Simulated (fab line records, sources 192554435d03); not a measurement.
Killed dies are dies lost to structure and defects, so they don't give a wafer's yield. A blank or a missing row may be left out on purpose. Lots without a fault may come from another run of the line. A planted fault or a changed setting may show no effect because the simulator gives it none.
Which tool did it? | flow n5_finfet | 8 lots, 24 wafers sampled, at 5 steps of a route of 1938

WHAT THE GAUGES READ, wafer by wafer
N5_HKMG_FIN_CD_MEAS_49: target cd 202 nm.
lot  | measured    | on        | cd_nm (nm)
L219 | day 4 00:27 | cd_sem-02 | 201.7 202.8 201.7
L220 | day 4 10:57 | cd_sem-01 | 202.5 202.8 202.4
L227 | day 6 04:15 | cd_sem-01 | 202.0 202.0 201.6
L234 | day 7 18:09 | cd_sem-01 | 201.4 201.9 201.1
L235 | day 7 23:14 | cd_sem-01 | 202.4 202.6 202.2
L236 | day 8 07:17 | cd_sem-02 | 202.4 202.3 203.2
L237 | day 8 09:27 | cd_sem-02 | 202.8 203.0 203.0
L238 | day 8 18:07 | cd_sem-02 | 201.4 202.5 202.5

N5_BEOL_M4_RC_MEAS_101.
lot  | measured     | on        | DIBL_N (mV/V)  | DIBL_P (mV/V)  | EOT_P             | IGATE_P (nA/um)      | IOFF_N (nA/um) | IOFF_N_LIN (nA/um) | IOFF_N_LONG (nA/um)        | IOFF_P (nA/um) | IOFF_P_85C (nA/um) | IOFF_P_LIN (nA/um) | IOFF_P_LONG (nA/um)        | ION_N (uA/um) | ION_P (uA/um) | SS_N (mV/dec)  | SS_P (mV/dec)  | VT_N (mV)   | VT_N_LONG (mV)    | VT_N_LVT (mV) | VT_P (mV)      | VT_P_LONG (mV)       | VT_P_LVT (mV)
L219 | day 7 19:40  | prober-02 | 35.0 35.8 35.0 | 34.4 36.3 35.2 | 10.43 10.38 10.40 | 0.0038 0.0039 0.0041 | 0.15 0.17 0.15 | 0.068 0.079 0.071  | 5.78e-05 5.82e-05 5.82e-05 | 0.16 0.19 0.17 | 2.9 3.3 3.1        | 0.082 0.093 0.088  | 0.000106 0.000105 0.000105 | 664 691 671   | 450 467 459   | 71.5 72.1 72.0 | 73.0 73.8 72.7 | 250 248 248 | 270.8 270.6 273.1 | 98 95 98      | -254 -252 -252 | -278.0 -279.0 -277.6 | -101 -97 -100
L220 | day 8 15:25  | prober-01 | 34.9 32.9 34.9 | 36.2 34.3 36.9 | 10.47 10.53 10.42 | 0.0040 0.0037 0.0037 | 0.17 0.14 0.17 | 0.079 0.069 0.082  | 5.81e-05 5.83e-05 5.8e-05  | 0.23 0.20 0.25 | 3.9 3.5 4.2        | 0.108 0.099 0.117  | 0.000112 0.000117 0.000117 | 675 669 677   | 468 463 476   | 71.4 71.4 71.0 | 74.0 72.7 72.8 | 247 250 245 | 275.0 272.9 273.6 | 96 99 95      | -246 -250 -246 | -272.1 -271.9 -272.3 | -96 -98 -94
L227 | day 9 22:04  | prober-02 | 36.3 38.0 36.0 | 36.0 39.9 36.2 | 10.60 10.67 10.42 | 0.0030 0.0029 0.0044 | 0.15 0.19 0.15 | 0.066 0.085 0.068  | 5.35e-05 5.31e-05 5.35e-05 | 0.18 0.26 0.19 | 3.2 4.2 3.4        | 0.087 0.111 0.090  | 0.000107 0.000103 0.000106 | 663 677 667   | 455 462 458   | 71.7 71.8 71.1 | 73.6 74.1 73.6 | 251 249 249 | 275.8 274.8 275.2 | 99 95 98      | -253 -249 -251 | -275.8 -276.2 -276.6 | -101 -96 -100
L234 | day 12 13:22 | prober-02 | 37.4 39.5 34.0 | 37.8 41.4 34.2 | 11.04 10.83 10.88 | 0.0005 0.0006 0.0006 | 0.08 0.09 0.05 | 0.034 0.040 0.024  | 3.54e-05 3.4e-05 3.32e-05  | 1.67 2.10 1.22 | 21.8 26.6 16.7     | 0.781 0.918 0.619  | 0.000425 0.000423 0.00042  | 634 639 607   | 546 555 528   | 71.8 72.1 70.4 | 73.8 74.0 72.7 | 272 270 279 | 300.8 298.5 301.9 | 120 118 128   | -194 -193 -198 | -228.3 -230.8 -228.8 | -43 -40 -47
L235 | day 12 01:48 | prober-02 | 31.7 34.5 33.8 | 32.3 36.6 35.5 | 10.81 10.83 10.93 | 0.0008 0.0007 0.0007 | 0.03 0.05 0.05 | 0.018 0.026 0.024  | 3.33e-05 3.22e-05 3.23e-05 | 0.84 1.18 1.14 | 11.6 15.4 15.0     | 0.464 0.589 0.576  | 0.000365 0.00036 0.000372  | 598 610 609   | 524 529 538   | 70.2 70.7 70.6 | 72.1 73.3 72.4 | 284 277 277 | 300.2 299.8 300.7 | 134 128 128   | -206 -200 -201 | -235.2 -234.7 -235.2 | -55 -51 -51
L236 | day 12 09:31 | prober-01 | 37.6 36.7 35.9 | 37.8 36.8 36.1 | 10.67 10.58 10.42 | 0.0028 0.0034 0.0036 | 0.17 0.15 0.14 | 0.077 0.070 0.066  | 5.06e-05 5.15e-05 5.08e-05 | 0.19 0.17 0.17 | 3.3 3.1 3.0        | 0.085 0.080 0.079  | 9.1e-05 9.3e-05 9.4e-05    | 671 668 660   | 444 446 448   | 72.1 72.0 71.8 | 73.8 73.5 73.5 | 251 252 253 | 277.1 274.6 278.2 | 97 100 100    | -257 -256 -256 | -279.9 -279.2 -277.5 | -102 -104 -104
L237 | day 12 16:39 | prober-01 | 37.3 37.0 32.9 | 36.3 35.8 31.6 | 10.39 10.51 10.56 | 0.0031 0.0036 0.0030 | 0.18 0.16 0.11 | 0.081 0.075 0.058  | 5.47e-05 5.47e-05 5.41e-05 | 0.21 0.20 0.15 | 3.6 3.5 2.7        | 0.097 0.094 0.075  | 0.000106 0.000101 0.000104 | 672 682 661   | 458 464 456   | 72.0 70.6 70.9 | 73.2 73.4 72.5 | 248 249 252 | 274.3 277.0 274.0 | 97 98 101     | -251 -251 -256 | -278.0 -277.0 -274.8 | -99 -99 -103
L238 | day 12 20:54 | prober-01 | 37.0 37.4 36.3 | 36.5 37.5 36.1 | 10.70 10.47 10.48 | 0.0026 0.0031 0.0030 | 0.16 0.17 0.17 | 0.073 0.078 0.076  | 5.74e-05 5.63e-05 5.81e-05 | 0.22 0.26 0.22 | 3.8 4.4 3.9        | 0.104 0.118 0.108  | 0.000121 0.000118 0.000119 | 673 670 671   | 455 462 463   | 71.6 71.8 71.5 | 73.1 74.1 73.4 | 251 248 250 | 273.5 273.4 275.2 | 100 97 97     | -249 -245 -247 | -271.9 -270.2 -270.4 | -98 -94 -97

WHICH TOOL RAN EACH LOT (tool, then ch and the chambers of the sampled wafers, then the start)
lot  | N5_HKMG_FIN_ETCH_55               | N5_HKMG_FIN_WET_ETCH_81            | N5_HKMG_FIN_ALD_36
L219 | rie_diel-04 ch 0,1,2, day 4 00:38 | wet_bench-02 ch 0,2,5, day 4 02:37 | ald_metal-04 ch 0,2,3, day 4 02:43
L220 | rie_diel-04 ch 0,2, day 4 11:07   | wet_bench-04 ch 0,5,6, day 4 13:04 | ald_metal-02 ch 0,1,2, day 4 13:10
L227 | rie_diel-02 ch 0,1, day 6 04:34   | wet_bench-03 ch 0,2,5, day 6 06:46 | ald_metal-02 ch 1,2,3, day 6 06:59
L234 | rie_diel-04 ch 1,2, day 7 18:19   | wet_bench-02 ch 3,5,6, day 7 20:26 | ald_metal-01 ch 0,2,3, day 7 20:31
L235 | rie_diel-04 ch 0,1, day 7 23:25   | wet_bench-04 ch 0,4,7, day 8 01:29 | ald_metal-04 ch 0,1,2, day 8 01:34
L236 | rie_diel-05 ch 2,3, day 8 07:28   | wet_bench-02 ch 0,1,6, day 8 09:46 | ald_metal-04 ch 0,1, day 8 09:52
L237 | rie_diel-05 ch 0,2, day 8 09:38   | wet_bench-04 ch 1,3,7, day 8 11:43 | ald_metal-04 ch 1,2,3, day 8 11:48
L238 | rie_diel-04 ch 0,1,3, day 8 18:18 | wet_bench-04 ch 0,4,5, day 8 20:25 | ald_metal-01 ch 1,2,3, day 8 20:31
- N5_HKMG_FIN_ETCH_55: etches SOC in N2/H2, target depth 240 nm, time 300 s.
- N5_HKMG_FIN_WET_ETCH_81: etches TiN in SC1, stops on HfO2, time 57 s, target depth 6 nm.
- N5_HKMG_FIN_ALD_36: deposits TiN, target thk 1 nm, pulse time 1 s, purge time 3 s.

WHAT THE TOOLS THEMSELVES READ (means of the sampled wafers that have a number; where no wafer has one, the mark that the record gives instead)
N5_HKMG_FIN_ETCH_55.
lot  | tool        | bias_w (W) | chamber_pressure_mTorr (mTorr) | drypump_motor_current_A (A) | oes_product_au (a.u.) | rf_vpp_V (V) | showerhead_plenum_p_Torr (Torr) | throttle_valve_pct (%)
L219 | rie_diel-04 | 149.6      | 29.992                         | 5.7                         | 0.75                  | 524.7        | 2.58                            | 17.87
L220 | rie_diel-04 | 149.6      | 29.988                         | 5.8                         | 0.78                  | 526.8        | 2.62                            | 17.92
L227 | rie_diel-02 | 149.7      | 30.010                         | 5.4                         | 0.72                  | 525.4        | 2.60                            | 18.02
L234 | rie_diel-04 | 150.2      | 30.003                         | 5.5                         | 0.91                  | 523.8        | 2.56                            | 17.70
L235 | rie_diel-04 | 150.0      | 30.015                         | 5.7                         | 0.82                  | 523.6        | 2.53                            | 17.66
L236 | rie_diel-05 | 150.1      | 29.983                         | 5.7                         | 0.70                  | 524.2        | 2.54                            | 17.51
L237 | rie_diel-05 | 150.1      | 30.009                         | 5.7                         | 0.75                  | 526.4        | 2.65                            | 17.52
L238 | rie_diel-04 | 150.4      | 29.991                         | 5.4                         | 0.87                  | 525.1        | 2.59                            | 17.63

N5_HKMG_FIN_WET_ETCH_81.
lot  | tool         | bath_guard_temp_C (C) | bath_heat_duty_pct (%)
L219 | wet_bench-02 | 60.5                  | 9.6
L220 | wet_bench-04 | 59.8                  | 10.1
L227 | wet_bench-03 | 60.4                  | 9.3
L234 | wet_bench-02 | -                     | -
L235 | wet_bench-04 | -                     | -
L236 | wet_bench-02 | 59.9                  | 9.5
L237 | wet_bench-04 | 59.8                  | 11.6
L238 | wet_bench-04 | 59.8                  | 10.1

N5_HKMG_FIN_ALD_36.
lot  | tool         | heater_power_w (W) | precursor_pulse_height_rel
L219 | ald_metal-04 | 908                | 1.013
L220 | ald_metal-02 | 830                | 1.006
L227 | ald_metal-02 | 850                | 1.011
L234 | ald_metal-01 | 916                | 1.009
L235 | ald_metal-04 | 887                | 0.995
L236 | ald_metal-04 | 850                | 0.982
L237 | ald_metal-04 | 910                | 0.972
L238 | ald_metal-01 | 890                | 1.008

THE ANSWER, worked out from the rows above alone
Rule: what is usual is taken from the lots themselves. Put in order of their means at a reading, lots are off if they are a third of the lots or fewer, leave a main group of 4 or more, and stand apart from it by a gap of 3 or more times the standard deviation of the main group's means; of several such gaps the widest counts. A main group whose means are all the same, to the digits that the tables above print for the reading, isn't used. A lot without any number at a reading at which 4 lots or more have one is off too. The other lots that the step has rows for count as sound. The gauges are gone through in route order, then the tools' own readings, and for those a lot's mean is taken as printed above. The first step at which some lot is off is used, and at that step the reading that is off furthest; a lot without a number counts as furthest.
Off: L234, L235, at N5_BEOL_M4_RC_MEAS_101 (IOFF_P_LIN). The main group: mean 0.095 nA/um, standard deviation 0.011.
A tool fits if, at a process step before that reading, it ran every lot that is off, and no sound lot after the first of them. The gauges at N5_BEOL_M4_RC_MEAS_101 aren't tried: what is off there is off at N5_HKMG_FIN_WET_ETCH_81 too, on other tools, and a gauge's error can't cause that. None of those tried fits.

WHAT THE SIMULATOR HAD PUT IN
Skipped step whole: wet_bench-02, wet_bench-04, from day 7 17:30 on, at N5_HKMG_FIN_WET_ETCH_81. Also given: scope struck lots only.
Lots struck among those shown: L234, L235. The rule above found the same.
